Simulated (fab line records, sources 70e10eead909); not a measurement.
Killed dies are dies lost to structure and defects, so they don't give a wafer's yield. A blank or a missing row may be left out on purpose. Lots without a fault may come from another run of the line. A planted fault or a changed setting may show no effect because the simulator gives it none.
Which tool did it? | flow nand_harc | 6 lots, 18 wafers sampled, at 4 steps of a route of 1159

WHAT THE GAUGES READ, wafer by wafer
NHARC_END_SORT_01.
lot  | measured     | on        | killed_at_other
L662 | day 23 16:49 | prober-02 | 0 1 0
L669 | day 24 22:11 | prober-01 | 1 1 0

WHICH TOOL RAN EACH LOT (tool, then ch and the chambers of the sampled wafers, then the start)
lot  | NHARC_A_BONDPAD_ETCH_24            | NHARC_THIN_TSV_DESCUM_35           | NHARC_THIN_TSV_ETCH_36
L650 | rie_diel-07 ch 0,1, day 18 14:01   | rie_diel-02 ch 0,1, day 19 12:34   | rie_metal-03 ch 0,1, day 19 12:56
L655 | rie_diel-06 ch 0,1, day 19 15:32   | rie_diel-08 ch 0,2,3, day 20 10:57 | rie_metal-03 ch 0,1, day 20 11:20
L659 | rie_diel-07 ch 1,3, day 20 14:16   | rie_diel-02 ch 0,3, day 21 13:36   | rie_metal-01 ch 0,1, day 21 13:59
L658 | rie_diel-06 ch 0,2,3, day 21 08:35 | rie_diel-08 ch 0,1, day 22 02:54   | rie_metal-03 ch 0,1, day 22 03:17
L662 | rie_diel-06 ch 1,2, day 22 00:13   | rie_diel-02 ch 1,3, day 23 04:59   | rie_metal-02 ch 0,1, day 23 05:23
L669 | rie_diel-07 ch 0,2,3, day 23 02:01 | rie_diel-08 ch 0,1,3, day 24 00:54 | rie_metal-03 ch 0,1, day 24 01:17
- NHARC_A_BONDPAD_ETCH_24: etches the open film in CF4/N2, target depth 30 nm, time 72.99 s.
- NHARC_THIN_TSV_DESCUM_35: chemistry O2, time 3 s.
- NHARC_THIN_TSV_ETCH_36: etches the open film in Cl2/BCl3, target depth 65 nm, time 18.571 s.

THE ANSWER, worked out from the rows above alone
Rule: what is usual is taken from the lots themselves. Put in order of their means at a reading, lots are off if they are a third of the lots or fewer, leave a main group of 4 or more, and stand apart from it by a gap of 3 or more times the standard deviation of the main group's means; of several such gaps the widest counts. A main group whose means are all the same, to the digits that the tables above print for the reading, isn't used. A lot without any number at a reading at which 4 lots or more have one is off too. The other lots that the step has rows for count as sound.
No lot is off at any reading shown: from this, nothing can be told.

WHAT THE SIMULATOR HAD PUT IN
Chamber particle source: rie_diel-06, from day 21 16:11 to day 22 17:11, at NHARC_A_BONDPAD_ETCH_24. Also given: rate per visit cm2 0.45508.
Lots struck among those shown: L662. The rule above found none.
